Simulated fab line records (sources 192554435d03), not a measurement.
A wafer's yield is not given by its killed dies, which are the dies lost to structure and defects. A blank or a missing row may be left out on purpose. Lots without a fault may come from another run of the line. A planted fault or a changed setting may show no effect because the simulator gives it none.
Split-lot trial    flow n5Finfet    21 wafers read across 7 lots, on a route 1938 steps long

## SPLIT DETAILS
At N5_BEOL_M6_TRENCH_ETCH_37 (etches SiCOH lowk in C4F6/O2, target depth 94.435 nm, time 31.5 s), the setting timeS was moved away from the recipe's 31.5 s on 6 of the 21 wafers read, by -11.4% to +12.2%. This setting was run at the recipe's value on the other wafers.

## FROM THE SPLIT TO THE READING: what the file shows between them, 12 steps
- N5_BEOL_M6_ETCH_41: etches SiCN in CH3F/O2, target depth 29.7 nm, time 52 s
- N5_BEOL_M6_STRIP_80: strips in N2/H2, time 10 s
- N5_BEOL_M6_OCD_MEAS_38
- N5_BEOL_M6_ALD_77: deposits TaN, target thk 2 nm, pulse time 2 s, purge time 3 s (also split here: coReactantPulseTimeS)
- N5_BEOL_M6_SURFACE_TREAT_79
- N5_BEOL_M6_CVD_78: deposits Co from CCTBA/H2, target thk 2 nm, time 142.3 s
- N5_BEOL_M6_ECD_50: material Cu, target thk 300 nm
- N5_BEOL_M6_ANNEAL_51: time 90 s
- N5_BEOL_M6_CMP_52: polishes, stops on SiCOH lowk, t overpolish 6.9 s, target thk 80 nm
- N5_BEOL_M6_THK_MEAS_53: measures by xrf
- N5_BEOL_M6_PRE_CLEAN_55: time 15 s
- N5_BEOL_M6_DEP_56: deposits SiCN from 3MS/NH3, target thk 10 nm, time 17.5 s

## THE READING
M6_RS, in ohm/sq, at N5_BEOL_M6_RS_MEAS_57 (measures by four-point-probe). Fault-free wafers of this fab line usually give 0.288 ohm/sq, standard deviation 0.0084 ohm/sq.

wafer   tool, chamber at the split  timeS as run, s  against the recipe  M6_RS, ohm/sq  against lot-mates on the recipe
L085.1  rieDiel-03, 0               29.64            -5.9%               0.330          +0.046
L085.2  rieDiel-03, 2               29.64            -5.9%               0.314          +0.030
L085.6  rieDiel-03, 1               31.5             recipe              0.284          -
L086.1  rieDiel-03, 1               35.34            +12.2%              0.241          -0.044
L086.2  rieDiel-03, 2               31.5             recipe              0.285          -
L086.5  rieDiel-03, 2               31.5             recipe              0.285          -
L088.1  rieDiel-03, 1               31.5             recipe              0.280          -
L088.2  rieDiel-03, 0               31.5             recipe              0.287          -
L088.3  rieDiel-03, 3               31.5             recipe              0.292          -
L090.1  rieDiel-02, 0               31.5             recipe              0.292          -
L090.2  rieDiel-02, 3               31.5             recipe              0.272          -
L090.3  rieDiel-02, 2               31.5             recipe              0.281          -
L091.3  rieDiel-03, 2               31.5             recipe              0.282          -
L091.4  rieDiel-03, 3               31.5             recipe              0.294          -
L091.6  rieDiel-03, 1               31.5             recipe              0.273          -
L094.2  rieDiel-02, 1               31.5             recipe              0.286          -
L094.5  rieDiel-02, 0               31.5             recipe              0.295          -
L094.6  rieDiel-02, 3               34.86            +10.7%              0.242          -0.048
L096.3  rieDiel-03, 0               27.91            -11.4%              0.349          +0.058
L096.4  rieDiel-03, 2               27.91            -11.4%              0.335          +0.044
L096.5  rieDiel-03, 3               31.5             recipe              0.291          -

FIT RESULTS
A straight line over all 21 wafers: M6_RS changes by -0.00457 ohm/sq for each +1% of timeS; r = -0.95; the points scatter about the line by 0.008 ohm/sq.
The same after taking each lot's own level away (the mean of its wafers on the recipe; 21 wafers): -0.00447 ohm/sq for each +1%; r = -0.96; scatter 0.0076 ohm/sq.
The reading moves by 0.055 ohm/sq for the largest change in timeS, on that fit.
The lots' own levels span 0.2817 to 0.2910 ohm/sq, that is 1.1 times the standard deviation above.
The two slopes are in agreement: the lot-to-lot level therefore moves the slope only a little.
Check: for one of the wafers moved furthest among these (+12.2%), held out of the fit, the line's prediction against its lot-mates is -0.0572 ohm/sq. It came out at -0.044 ohm/sq against them.

## THE OTHER SPLITS THESE WAFERS WENT THROUGH
Before the reading, these wafers also passed through other splits. Each is held against what the fit with the lots' levels taken away leaves over:
other split on the same wafers          wafers away from the commonest value  r with M6_RS (lot level and that fit taken away)
N5_BEOL_M6_COAT_22 spinRpm              11                                    -0.01
N5_BEOL_M6_ETCH_66 biasW                3                                     +0.06
N5_BEOL_M6_ALD_77 coReactantPulseTimeS  6                                     -0.30

## THE WHOLE CHAIN: every reading that the file lists as answering this split, in the file's order
step                       what it does                                                         reading                                                                      change (the file's fit)               r (the file's)
N5_BEOL_M6_TRENCH_ETCH_37  etches SiCOH lowk in C4F6/O2, target depth 94.435 nm, time 31.5 s    etch.depthNm (the simulator's own value, which no gauge read)                +1.06 nm for each +1% of the setting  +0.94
N5_BEOL_M6_TRENCH_ETCH_37  etches SiCOH lowk in C4F6/O2, target depth 94.435 nm, time 31.5 s    BEOL_M6.featureDepthNm (the simulator's own value, which no gauge read)      +1.07 nm for each +1% of the setting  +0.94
N5_BEOL_M6_OCD_MEAS_38                                                                          trenchDepthNm                                                                +1.05 nm for each +1% of the setting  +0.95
N5_BEOL_M6_CMP_52          polishes, stops on SiCOH lowk, t overpolish 6.9 s, target thk 80 nm  Cu_of_BEOL_M6_ECD_50.thkNm (the simulator's own value, which no gauge read)  +1.06 nm for each +1% of the setting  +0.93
N5_BEOL_M6_THK_MEAS_53     measures by xrf                                                      M6_THK                                                                       +1.04 for each +1% of the setting     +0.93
N5_BEOL_M6_RS_MEAS_57      measures by four-point-probe                                         M6_RS                                                                        -0.00434 for each +1% of the setting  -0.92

## FILE'S OWN FIT
M6_RS changes by -0.00434 ohm/sq for each +1% of timeS, r = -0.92.
